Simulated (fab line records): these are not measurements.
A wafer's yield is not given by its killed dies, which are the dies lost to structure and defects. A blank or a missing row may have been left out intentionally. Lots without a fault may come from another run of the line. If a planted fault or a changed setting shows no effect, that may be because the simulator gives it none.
fab line records	flow n5Finfet
[record] lots = 24	wafers = 72	lastDay = 18
route steps=1938 shown BEOL_M1@829 BEOL_M2@855
lots that met no fault: taken from a fault-free run of the same line
startH: hours from the record's opening day to when the first of the lot's shown wafers began	waitH: how many hours have passed since the lot's step before this one	" the same as in the row above	L1.1+2: several wafers, shown together as one row	- no value, or no start was given	* or withheld: withheld	< > ~ a bound
route shown NAME@n: names a module that has steps shown in the file, with the first one's number in the route	usual: the fault-free wafers' mean and standard deviation	same: alike in all rows	chamber/n: place in a boat	sites: per-site readings	_std_site: how widely they spread, as a standard deviation	_edge_site: mean of outer sites minus mean of inner sites	radiusMm: for every site, how far away it sits from the centre of the wafer	mask NAME#n: copy n	behind: the most recent tool/chamber to have shaped the wafer	hold: why the lot was held/for how many hours/how that ended	device: the n, p or np transistor that did not switch	end of line: tests run on the same wafers once the route is complete	where a step has no rows: the recipe by itself	killed: dies that structure and defects cost at the first sort, which is not the same as the wafer's yield	map: shows each die of a wafer: x if killed, . if not, _ if none is there
set.NAME: the run value of the setting; set.NAME@STEP: its run value at that earlier step	model.NAME: the simulator's own value behind a step, which no gauge read
route steps across a sampled set of lots; one table per step, one row per wafer
services: a tool's chamber out of use, with start hour (startH, from the record's first day; less than 0 if before it), hours out, and reason
[[steps]]
[step N5_BEOL_M1_ANNEAL_95]
[recipe] tempC = 400	timeS = 240	ambient = vacuum
[usual] heaterPowerW = 841/69
lot.wafer	tool	chamber	startH	waitH	heaterPowerW
L074.1	pvdSputter-01	-	134.47	0.0	963
L074.4	"	-	"	"	720
L074.6	"	-	"	"	736
L075.3	pvdSputter-03	-	138.01	0.0	842
L075.4	"	-	"	"	885
L075.5	"	-	"	"	904
L076.3	pvdSputter-02	-	140.55	0.0	826
L076.4	"	-	"	"	878
L076.6	"	-	"	"	821
L077.3	pvdSputter-03	-	146.79	0.0	743
L077.4	"	-	"	"	837
L077.6	"	-	"	"	866
L078.2	pvdSputter-02	-	150.61	0.0	846
L078.4	"	-	"	"	896
L078.6	"	-	"	"	880
L079.1	pvdSputter-01	-	154.75	0.0	763
L079.2	"	-	"	"	938
L079.4	"	-	"	"	977
L080.1	pvdSputter-03	-	164.99	0.0	852
L080.3	"	-	"	"	849
L080.6	"	-	"	"	819
L081.2	pvdSputter-02	-	173.64	0.0	863
L081.4	"	-	"	"	822
L081.6	"	-	"	"	854
L083.1	pvdSputter-03	-	183.91	0.0	719
L083.4	"	-	"	"	888
L083.5	"	-	"	"	883
L082.1	pvdSputter-01	-	187.70	0.0	909
L082.2	"	-	"	"	974
L082.6	"	-	"	"	739
L084.3	pvdSputter-02	-	187.93	0.0	829
L084.5	"	-	"	"	845
L084.6	"	-	"	"	844
L085.2	pvdSputter-03	-	191.16	0.0	840
L085.4	"	-	"	"	908
L085.5	"	-	"	"	868
L086.1	pvdSputter-03	-	199.03	0.0	728
L086.3	"	-	"	"	911
L086.5	"	-	"	"	899
L087.3	pvdSputter-03	-	210.58	0.0	721
L087.4	"	-	"	"	829
L087.6	"	-	"	"	867
L089.4	pvdSputter-02	-	222.11	0.0	911
L089.5	"	-	"	"	822
L089.6	"	-	"	"	903
L090.1	pvdSputter-02	-	236.77	0.0	916
L090.3	"	-	"	"	815
L090.5	"	-	"	"	844
L088.2	pvdSputter-02	-	238.61	0.0	852
L088.5	"	-	"	"	874
L088.6	"	-	"	"	853
L091.1	pvdSputter-02	-	241.27	0.0	842
L091.2	"	-	"	"	904
L091.3	"	-	"	"	823
L093.2	pvdSputter-03	-	244.97	0.0	850
L093.5	"	-	"	"	909
L093.6	"	-	"	"	814
L092.3	pvdSputter-03	-	249.49	0.0	897
L092.5	"	-	"	"	741
L092.6	"	-	"	"	847
L094.1	pvdSputter-01	-	252.41	0.0	729
L094.4	"	-	"	"	751
L094.6	"	-	"	"	730
L096.2	pvdSputter-03	-	256.38	0.0	848
L096.4	"	-	"	"	877
L096.6	"	-	"	"	889
L095.1	pvdSputter-01	-	257.15	0.0	742
L095.3	"	-	"	"	904
L095.4	"	-	"	"	963
L097.1	pvdSputter-01	-	263.06	0.0	909
L097.5	"	-	"	"	715
L097.6	"	-	"	"	727
[step N5_BEOL_M2_OVL_MEAS_12]
[recipe] pointsPerWafer = 522
[usual] M2_OVL = -0.1/0.77
lot.wafer	tool	chamber	startH	waitH	M2_OVL[nm]
L074.1	overlay-01	0	136.96	0.0	0.7
L074.4	"	0	"	"	0.0
L074.6	"	0	"	"	0.5
L075.3	overlay-02	0	141.03	0.0	0.1
L075.4	"	0	"	"	-1.1
L075.5	"	0	"	"	0.3
L076.3	overlay-02	0	143.54	0.0	-0.7
L076.4	"	0	"	"	-0.3
L076.6	"	0	"	"	-0.4
L077.3	overlay-02	0	148.81	0.0	1.2
L077.4	"	0	"	"	-0.7
L077.6	"	0	"	"	0.0
L078.2	overlay-01	0	154.67	0.0	-1.0
L078.4	"	0	"	"	-1.6
L078.6	"	0	"	"	-1.2
L079.1	overlay-02	0	158.93	0.0	-1.1
L079.2	"	0	"	"	-0.1
L079.4	"	0	"	"	-0.5
L080.1	overlay-02	0	168.14	0.0	0.5
L080.3	"	0	"	"	0.7
L080.6	"	0	"	"	1.6
L081.2	overlay-02	0	176.28	0.0	-0.1
L081.4	"	0	"	"	0.9
L081.6	"	0	"	"	0.1
L083.1	overlay-02	0	185.88	0.0	0.4
L083.4	"	0	"	"	0.8
L083.5	"	0	"	"	-0.3
L082.1	overlay-01	0	191.27	0.0	0.1
L082.2	"	0	"	"	-0.7
L082.6	"	0	"	"	-0.1
L084.3	overlay-02	0	191.32	0.0	-1.0
L084.5	"	0	"	"	-0.1
L084.6	"	0	"	"	-0.1
L085.2	overlay-02	0	195.47	0.0	1.8
L085.4	"	0	"	"	1.6
L085.5	"	0	"	"	1.0
L086.1	overlay-02	0	204.50	0.0	-0.1
L086.3	"	0	"	"	-1.3
L086.5	"	0	"	"	0.2
L087.3	overlay-02	0	214.50	0.0	-0.9
L087.4	"	0	"	"	-0.1
L087.6	"	0	"	"	0.4
L089.4	overlay-01	0	224.19	0.0	-0.2
L089.5	"	0	"	"	0.7
L089.6	"	0	"	"	-0.2
L090.1	overlay-02	0	238.94	0.0	-1.2
L090.3	"	0	"	"	-0.5
L090.5	"	0	"	"	-0.7
L088.2	overlay-01	0	241.98	0.0	1.7
L088.5	"	0	"	"	0.6
L088.6	"	0	"	"	0.6
L091.1	overlay-01	0	243.23	0.0	0.7
L091.2	"	0	"	"	-0.7
L091.3	"	0	"	"	0.2
L093.2	overlay-01	0	247.00	0.0	-0.6
L093.5	"	0	"	"	-0.3
L093.6	"	0	"	"	-0.4
L092.3	overlay-02	0	254.74	0.0	-0.7
L092.5	"	0	"	"	-0.5
L092.6	"	0	"	"	-0.2
L094.1	overlay-01	0	254.77	0.0	0.2
L094.4	"	0	"	"	0.0
L094.6	"	0	"	"	1.3
L096.2	overlay-02	0	258.48	0.0	-0.1
L096.4	"	0	"	"	-0.2
L096.6	"	0	"	"	-0.8
L095.1	overlay-01	0	260.65	0.0	-0.5
L095.3	"	0	"	"	-1.3
L095.4	"	0	"	"	0.4
L097.1	overlay-01	0	266.46	0.0	0.1
L097.5	"	0	"	"	0.4
L097.6	"	0	"	"	0.7
[step N5_BEOL_M2_ALD_98]
[recipe] material = SiO2	targetThkA = 25	tempC = 100	aldPrecursorFamily = BDEAS	aldCoReactant = O2-plasma	pulseTimeS = 1	coReactantPulseTimeS = 1	purgeTimeS = 2	coReactantPurgeTimeS = 2	aldCycles = 17	pressureTorr = 2
[usual] heaterPowerW = 79/8.9	precursorPulseHeightRel = 1.002/0.022
[same] aldCycles = 17	coReactantPurgeTimeS = 2	purgeTimeS = 2
lot.wafer	tool	chamber	startH	waitH	heaterPowerW	precursorPulseHeightRel
L074.1	aldSin-01	1	138.60	0.1	67	1.004
L074.4	"	0	"	"	88	1.003
L074.6	"	0	"	"	90	1.004
L075.3	aldSin-03	0	142.71	0.1	77	0.990
L075.4	"	2	"	"	81	1.008
L075.5	"	1	"	"	64	1.042
L076.3	aldSin-01	0	144.77	0.1	89	0.976
L076.4	"	0	"	"	87	1.001
L076.6	"	1	"	"	68	1.010
L077.3	aldSin-01	0	152.01	0.1	86	1.018
L077.4	"	3	"	"	84	1.001
L077.6	"	1	"	"	67	0.992
L078.2	aldSin-04	0	158.56	0.1	67	1.053
L078.4	"	1	"	"	83	0.988
L078.6	"	1	"	"	83	1.010
L079.1	aldSin-01	1	161.16	0.1	67	1.010
L079.2	"	0	"	"	87	0.981
L079.4	"	1	"	"	67	1.012
L080.1	aldSin-01	2	169.49	0.1	86	1.021
L080.3	"	3	"	"	85	0.953
L080.6	"	2	"	"	84	1.004
L081.2	aldSin-01	2	177.40	0.1	84	1.023
L081.4	"	0	"	"	88	1.038
L081.6	"	2	"	"	87	1.000
L083.1	aldSin-04	0	188.17	1.2	66	1.035
L083.4	"	1	"	"	82	1.027
L083.5	"	3	"	"	93	0.992
L082.1	aldSin-01	1	192.86	0.4	67	0.988
L082.2	"	3	"	"	83	0.978
L082.6	"	0	"	"	87	0.979
L084.3	aldSin-04	0	192.97	0.4	67	0.986
L084.5	"	3	"	"	91	1.029
L084.6	"	0	"	"	66	0.978
L085.2	aldSin-03	0	196.88	0.1	76	0.984
L085.4	"	2	"	"	82	0.987
L085.5	"	0	"	"	75	0.958
L086.1	aldSin-01	2	206.22	0.1	85	1.036
L086.3	"	3	"	"	84	1.068
L086.5	"	3	"	"	85	1.007
L087.3	aldSin-01	0	216.33	0.4	91	1.017
L087.4	"	2	"	"	86	1.017
L087.6	"	2	"	"	88	1.017
L089.4	aldSin-01	3	225.29	0.1	82	1.026
L089.5	"	0	"	"	89	0.989
L089.6	"	1	"	"	68	1.014
L090.1	aldSin-03	2	240.31	0.1	82	1.000
L090.3	"	3	"	"	70	0.978
L090.5	"	0	"	"	75	0.999
L088.2	aldSin-01	2	243.08	0.1	85	0.979
L088.5	"	1	"	"	68	0.982
L088.6	"	2	"	"	86	0.957
L091.1	aldSin-03	2	244.68	0.4	83	0.981
L091.2	"	3	"	"	72	1.003
L091.3	"	0	"	"	74	1.014
L093.2	aldSin-01	1	248.28	0.1	67	0.984
L093.5	"	2	"	"	88	1.007
L093.6	"	3	"	"	84	1.007
L094.1	aldSin-01	1	256.41	0.4	67	1.017
L094.4	"	3	"	"	83	1.012
L094.6	"	0	"	"	89	0.970
L092.3	aldSin-01	3	256.51	0.4	84	1.021
L092.5	"	2	"	"	85	1.020
L092.6	"	3	"	"	83	1.032
L096.2	aldSin-04	0	259.85	0.1	65	1.018
L096.4	"	1	"	"	83	1.028
L096.6	"	2	"	"	80	0.974
L095.1	aldSin-01	2	261.84	0.1	86	1.010
L095.3	"	0	"	"	89	1.016
L095.4	"	1	"	"	69	1.008
L097.1	aldSin-01	2	267.76	0.1	86	0.977
L097.5	"	0	"	"	90	1.014
L097.6	"	1	"	"	67	1.020
[step N5_BEOL_M2_ETCH_41]
[recipe] chemistry = CH3F/O2	target = SiCN	targetDepthA = 299	taperDeg = 2	timeS = 52.5	ionEnergyEv = 120	maskMaterial = TiN	pressureMtorr = 30	sourceW = 395	biasW = 75	Ar_flow_sccm = 150	CH3F_flow_sccm = 30	O2_flow_sccm = 20
[usual] CH3F_flow_sccm = 30.01/0.091	drypumpMotorCurrentA = 5.9/0.56	oesProductAu = 0.74/0.05	rfVppV = 297.3/1.5	showerheadPlenumPTorr = 2.00/0.065	throttleValvePct = 16.42/0.26
lot.wafer	tool	chamber	startH	waitH	CH3F_flow_sccm	drypumpMotorCurrentA	oesProductAu	rfHoursCounterH	rfVppV	showerheadPlenumPTorr	throttleValvePct
L074.1	rieDiel-05	1	-	-	29.87	6.7	0.78	102	299.0	2.03	16.03
L074.4	"	2	"	"	30.11	6.3	0.72	187	297.7	2.00	16.67
L074.6	"	2	"	"	29.99	6.2	0.72	-	296.5	2.00	16.67
L075.3	rieDiel-06	2	-	-	30.05	4.9	0.68	197	298.6	2.08	16.77
L075.4	"	1	"	"	29.86	5.4	0.71	-	295.4	1.91	16.70
L075.5	"	2	"	"	30.21	4.9	0.68	-	297.1	2.07	16.79
L076.3	rieDiel-06	3	-	-	30.12	5.0	0.72	170	294.7	1.92	15.98
L076.4	"	1	"	"	30.13	5.5	0.71	-	295.7	1.91	16.70
L076.6	"	2	"	"	30.01	4.9	0.69	-	298.6	2.07	16.77
L077.3	rieDiel-06	0	-	-	30.09	5.8	0.70	209	294.7	1.89	16.58
L077.4	"	3	"	"	30.03	5.0	0.73	173	293.8	1.92	15.99
L077.6	"	2	"	"	29.99	4.9	0.67	-	299.1	2.07	16.80
L078.2	rieDiel-02	2	-	-	30.08	6.1	0.78	104	298.7	2.01	16.28
L078.4	"	3	"	"	29.97	5.7	0.72	197	298.5	2.00	16.55
L078.6	"	1	"	"	30.00	6.7	0.82	-	300.2	2.12	16.05
L079.1	rieDiel-02	2	-	-	30.15	6.1	0.78	105	297.1	2.01	16.27
L079.2	"	1	"	"	30.03	6.8	0.81	74	300.3	2.12	16.06
L079.4	"	0	"	"	29.91	5.7	0.79	142	296.6	2.00	16.39
L080.1	rieDiel-02	2	-	-	30.00	6.1	0.78	108	297.7	2.01	16.27
L080.3	"	3	"	"	29.89	5.7	0.72	201	297.8	2.00	16.58
L080.6	"	1	"	"	30.08	6.7	0.82	-	299.2	2.12	16.07
L083.1	rieDiel-02	3	-	-	30.03	5.7	0.71	208	297.3	1.99	16.57
L083.4	"	2	"	"	29.89	6.1	0.77	115	297.5	2.01	16.27
L083.5	"	1	"	"	30.00	6.7	0.81	-	299.2	2.12	16.09
L081.2	rieDiel-06	1	-	-	29.86	5.5	0.71	195	294.8	1.90	16.74
L081.4	"	3	"	"	29.94	5.1	0.71	183	296.2	1.91	16.01
L081.6	"	1	"	"	29.82	5.5	0.70	-	295.6	1.90	16.73
L082.1	rieDiel-05	1	-	-	30.12	6.6	0.75	120	297.5	2.03	16.06
L082.2	"	3	"	"	30.12	5.4	0.84	55	295.1	1.96	16.20
L082.6	"	1	"	"	30.17	6.7	0.76	-	298.8	2.03	16.06
L085.2	rieDiel-02	2	-	-	29.92	6.1	0.77	117	297.6	2.01	16.28
L085.4	"	1	"	"	30.09	6.7	0.81	86	300.1	2.12	16.07
L085.5	"	3	"	"	29.97	5.7	0.71	-	297.4	1.99	16.60
L084.3	rieDiel-06	0	-	-	29.90	5.8	0.69	223	296.3	1.88	16.59
L084.5	"	0	"	"	30.03	5.8	0.69	-	296.1	1.88	16.60
L084.6	"	1	"	"	30.07	5.5	0.70	-	296.4	1.90	16.72
L086.1	rieDiel-02	0	-	-	29.89	5.7	0.78	157	297.8	2.00	16.42
L086.3	"	1	"	"	29.99	6.7	0.81	89	299.6	2.12	16.09
L086.5	"	2	"	"	30.07	6.1	0.77	-	298.3	2.00	16.30
L087.3	rieDiel-05	1	-	-	30.20	6.7	0.75	129	297.5	2.03	16.09
L087.4	"	0	"	"	29.97	6.4	0.82	111	296.8	2.03	16.38
L087.6	"	3	"	"	29.96	5.4	0.83	-	296.7	1.96	16.23
L089.4	rieDiel-02	3	-	-	30.05	5.7	0.69	226	296.6	1.99	16.61
L089.5	"	3	"	"	30.14	5.7	0.70	-	297.4	1.99	16.61
L089.6	"	0	"	"	29.90	5.7	0.76	-	296.8	1.99	16.45
L090.1	rieDiel-02	2	-	-	30.07	6.1	0.75	138	297.8	2.00	16.33
L090.3	"	1	"	"	30.08	6.7	0.79	107	298.6	2.11	16.12
L090.5	"	2	"	"	29.95	6.1	0.75	-	296.0	2.00	16.35
L088.2	rieDiel-06	3	-	-	30.01	5.0	0.70	202	296.4	1.91	16.03
L088.5	"	1	"	"	29.94	5.5	0.69	-	295.2	1.90	16.80
L088.6	"	0	"	"	30.10	5.7	0.68	-	295.4	1.88	16.64
L091.1	rieDiel-05	3	-	-	30.11	5.5	0.82	75	295.9	1.95	16.25
L091.2	"	0	"	"	29.98	6.4	0.80	125	298.8	2.02	16.39
L091.3	"	1	"	"	29.95	6.7	0.74	143	297.8	2.02	16.10
L093.2	rieDiel-06	2	-	-	30.08	4.9	0.66	238	297.9	2.06	16.86
L093.5	"	1	"	"	30.12	5.5	0.68	-	295.6	1.90	16.78
L093.6	"	2	"	"	30.06	4.9	0.65	-	299.3	2.06	16.86
L094.1	rieDiel-02	3	-	-	29.83	5.7	0.69	235	297.1	1.99	16.63
L094.4	"	2	"	"	30.03	6.1	0.75	142	297.7	2.00	16.35
L094.6	"	0	"	"	30.08	5.7	0.77	-	297.5	1.99	16.46
L096.2	rieDiel-02	2	-	-	29.90	6.1	0.75	144	297.2	2.00	16.35
L096.4	"	3	"	"	30.02	5.7	0.69	236	296.9	1.99	16.65
L096.6	"	2	"	"	29.86	6.1	0.74	-	297.6	2.00	16.35
L092.3	rieDiel-02	0	-	-	30.07	5.7	0.76	182	296.8	1.99	16.47
L092.5	"	0	"	"	29.94	5.7	0.75	-	296.3	1.99	16.46
L092.6	"	3	"	"	29.91	5.7	0.69	-	296.0	1.99	16.62
L095.1	rieDiel-05	1	-	-	30.03	6.7	0.73	148	298.3	2.02	16.13
L095.3	"	3	"	"	29.99	5.5	0.81	80	294.0	1.95	16.26
L095.4	"	0	"	"	30.03	6.4	0.80	130	298.4	2.02	16.41
L097.1	rieDiel-02	1	-	-	29.97	6.7	0.77	120	299.5	2.11	16.14
L097.5	"	3	"	"	30.12	5.7	0.69	-	296.7	1.98	16.64
L097.6	"	1	"	"	29.94	6.7	0.78	-	298.6	2.11	16.13
[step N5_BEOL_M2_SPUTTER_92]
[recipe] material = Cu	targetThkA = 45	tempC = -20	chamberPressurePa = 0.07	powerW = withheld	timeS = 8.29
[usual] chuckSensorTempC = -16.0/0.46	throttleValvePct = 30.3/1
lot.wafer	tool	chamber	startH	waitH	chuckSensorTempC	throttleValvePct
L074.1	pvdSputter-03	-	142.41	0.1	-16.0	30.2
L074.4	"	-	"	"	-15.9	31.4
L074.6	"	-	"	"	-16.2	28.9
L075.3	pvdSputter-01	-	147.33	0.1	-16.2	29.6
L075.4	"	-	"	"	-16.6	29.9
L075.5	"	-	"	"	-16.6	30.2
L076.3	pvdSputter-01	-	149.17	0.1	-16.3	29.8
L076.4	"	-	"	"	-16.7	29.9
L076.6	"	-	"	"	-15.2	30.2
L077.3	pvdSputter-03	-	162.75	0.1	-15.4	30.1
L077.4	"	-	"	"	-15.5	30.3
L077.6	"	-	"	"	-16.0	29.9
L078.2	pvdSputter-01	-	163.14	0.1	-15.2	30.3
L078.4	"	-	"	"	-16.7	30.2
L078.6	"	-	"	"	-16.6	30.2
L079.1	pvdSputter-01	-	167.10	0.1	-15.2	30.1
L079.2	"	-	"	"	-15.6	31.9
L079.4	"	-	"	"	-16.4	29.9
L080.1	pvdSputter-02	-	175.18	0.1	-16.3	32.1
L080.3	"	-	"	"	-16.6	29.7
L080.6	"	-	"	"	-16.2	31.6
L083.1	pvdSputter-03	-	193.72	0.1	-16.2	28.7
L083.4	"	-	"	"	-15.8	31.5
L083.5	"	-	"	"	-15.8	31.1
L081.2	pvdSputter-02	-	194.40	0.1	-16.5	29.9
L081.4	"	-	"	"	-16.1	28.3
L081.6	"	-	"	"	-16.3	31.7
L082.1	pvdSputter-01	-	200.79	0.1	-15.3	30.2
L082.2	"	-	"	"	-15.7	31.6
L082.6	"	-	"	"	-16.5	30.1
L085.2	pvdSputter-01	-	203.15	0.1	-15.6	31.9
L085.4	"	-	"	"	-16.1	29.6
L085.5	"	-	"	"	-15.0	29.8
L084.3	pvdSputter-02	-	207.29	0.1	-16.1	28.0
L084.5	"	-	"	"	-16.1	28.2
L084.6	"	-	"	"	-15.5	30.2
L086.1	pvdSputter-01	-	210.38	0.1	-15.8	31.9
L086.3	"	-	"	"	-16.1	29.8
L086.5	"	-	"	"	-16.3	29.6
L087.3	pvdSputter-03	-	227.30	0.1	-16.4	28.8
L087.4	"	-	"	"	-15.8	30.2
L087.6	"	-	"	"	-16.4	28.3
L089.4	pvdSputter-02	-	246.48	0.1	-16.6	29.6
L089.5	"	-	"	"	-16.6	29.9
L089.6	"	-	"	"	-16.3	31.7
L090.1	pvdSputter-03	-	260.42	0.1	-15.6	30.3
L090.3	"	-	"	"	-16.4	28.5
L090.5	"	-	"	"	-15.5	30.5
L088.2	pvdSputter-01	-	264.60	0.1	-16.7	30.0
L088.5	"	-	"	"	-16.7	29.9
L088.6	"	-	"	"	-15.4	31.6
L091.1	pvdSputter-02	-	269.36	0.1	-15.4	30.1
L091.2	"	-	"	"	-16.2	28.3
L091.3	"	-	"	"	-16.4	31.8
L094.1	pvdSputter-03	-	269.50	0.1	-16.4	28.8
L094.4	"	-	"	"	-15.9	31.5
L094.6	"	-	"	"	-15.8	29.9
L093.2	pvdSputter-01	-	269.56	0.1	-16.5	30.2
L093.5	"	-	"	"	-15.6	31.7
L093.6	"	-	"	"	-16.3	29.8
L096.2	pvdSputter-03	-	277.82	0.1	-16.5	28.7
L096.4	"	-	"	"	-16.1	30.0
L096.6	"	-	"	"	-15.4	30.1
L092.3	pvdSputter-02	-	281.30	0.1	-16.5	29.9
L092.5	"	-	"	"	-16.4	31.7
L092.6	"	-	"	"	-15.5	30.1
L095.1	pvdSputter-02	-	284.43	0.1	-15.9	28.2
L095.3	"	-	"	"	-15.4	30.2
L095.4	"	-	"	"	-16.5	29.7
L097.1	pvdSputter-03	-	297.76	0.1	-15.4	30.1
L097.5	"	-	"	"	-15.7	31.5
L097.6	"	-	"	"	-15.6	30.2
[step N5_BEOL_M2_ANNEAL_93]
[recipe] tempC = 400	timeS = 240	ambient = vacuum
[usual] heaterPowerW = 841/76
lot.wafer	tool	chamber	startH	waitH	heaterPowerW
L074.1	pvdSputter-03	-	142.49	0.0	849
L074.4	"	-	"	"	900
L074.6	"	-	"	"	814
L075.3	pvdSputter-01	-	147.41	0.0	737
L075.4	"	-	"	"	978
L075.5	"	-	"	"	972
L076.3	pvdSputter-01	-	149.25	0.0	756
L076.4	"	-	"	"	972
L076.6	"	-	"	"	724
L077.3	pvdSputter-03	-	162.83	0.0	729
L077.4	"	-	"	"	736
L077.6	"	-	"	"	838
L078.2	pvdSputter-01	-	163.22	0.0	760
L078.4	"	-	"	"	984
L078.6	"	-	"	"	958
L079.1	pvdSputter-01	-	167.18	0.0	723
L079.2	"	-	"	"	905
L079.4	"	-	"	"	749
L080.1	pvdSputter-02	-	175.26	0.0	888
L080.3	"	-	"	"	827
L080.6	"	-	"	"	853
L083.1	pvdSputter-03	-	193.80	0.0	846
L083.4	"	-	"	"	890
L083.5	"	-	"	"	882
L081.2	pvdSputter-02	-	194.48	0.0	840
L081.4	"	-	"	"	822
L081.6	"	-	"	"	848
L082.1	pvdSputter-01	-	200.87	0.0	753
L082.2	"	-	"	"	902
L082.6	"	-	"	"	971
L085.2	pvdSputter-01	-	203.23	0.0	891
L085.4	"	-	"	"	726
L085.5	"	-	"	"	743
L084.3	pvdSputter-02	-	207.37	0.0	823
L084.5	"	-	"	"	801
L084.6	"	-	"	"	922
L086.1	pvdSputter-01	-	210.46	0.0	912
L086.3	"	-	"	"	761
L086.5	"	-	"	"	746
L087.3	pvdSputter-03	-	227.38	0.0	837
L087.4	"	-	"	"	842
L087.6	"	-	"	"	840
L089.4	pvdSputter-02	-	246.56	0.0	823
L089.5	"	-	"	"	861
L089.6	"	-	"	"	867
L090.1	pvdSputter-03	-	260.50	0.0	718
L090.3	"	-	"	"	854
L090.5	"	-	"	"	708
L088.2	pvdSputter-01	-	264.68	0.0	970
L088.5	"	-	"	"	978
L088.6	"	-	"	"	907
L091.1	pvdSputter-02	-	269.44	0.0	911
L091.2	"	-	"	"	811
L091.3	"	-	"	"	846
L094.1	pvdSputter-03	-	269.58	0.0	832
L094.4	"	-	"	"	895
L094.6	"	-	"	"	838
L093.2	pvdSputter-01	-	269.64	0.0	989
L093.5	"	-	"	"	913
L093.6	"	-	"	"	763
L096.2	pvdSputter-03	-	277.90	0.0	828
L096.4	"	-	"	"	852
L096.6	"	-	"	"	691
L092.3	pvdSputter-02	-	281.38	0.0	848
L092.5	"	-	"	"	844
L092.6	"	-	"	"	904
L095.1	pvdSputter-02	-	284.52	0.0	832
L095.3	"	-	"	"	898
L095.4	"	-	"	"	857
L097.1	pvdSputter-03	-	297.84	0.0	729
L097.5	"	-	"	"	900
L097.6	"	-	"	"	738
[[services]]
tool	chamber	startH	hours	kind
pvdSputter-02	-	115.86	8.0	repair
aldSin-04	0	119.66	9.7	repair
rieDiel-06	2	122.85	3.9	repair
aldSin-01	3	124.68	14.4	repair
aldSin-01	2	130.05	33.2	repair
rieDiel-06	0	138.95	18.3	repair
aldSin-04	0	144.09	3.0	repair
rieDiel-05	-	146.10	14.6	pm
rieDiel-05	0	161.45	14.5	repair
rieDiel-05	2	176.47	4.3	repair
aldSin-03	-	177.52	14.0	pm
aldSin-04	0	197.08	28.9	repair
aldSin-01	0	197.52	1.3	repair
pvdSputter-02	-	197.53	7.5	repair
rieDiel-02	-	212.23	1.0	repair
aldSin-01	2	213.45	1.4	repair
rieDiel-06	-	227.77	0.4	repair
rieDiel-05	3	229.94	6.9	repair
aldSin-04	-	230.93	2.8	pm
rieDiel-05	2	235.44	7.4	repair
rieDiel-05	-	260.09	1.4	repair
aldSin-01	3	277.06	20.4	repair
rieDiel-06	0	287.51	-	clean
rieDiel-02	0	294.09	10.7	repair
[[key]]
fault none
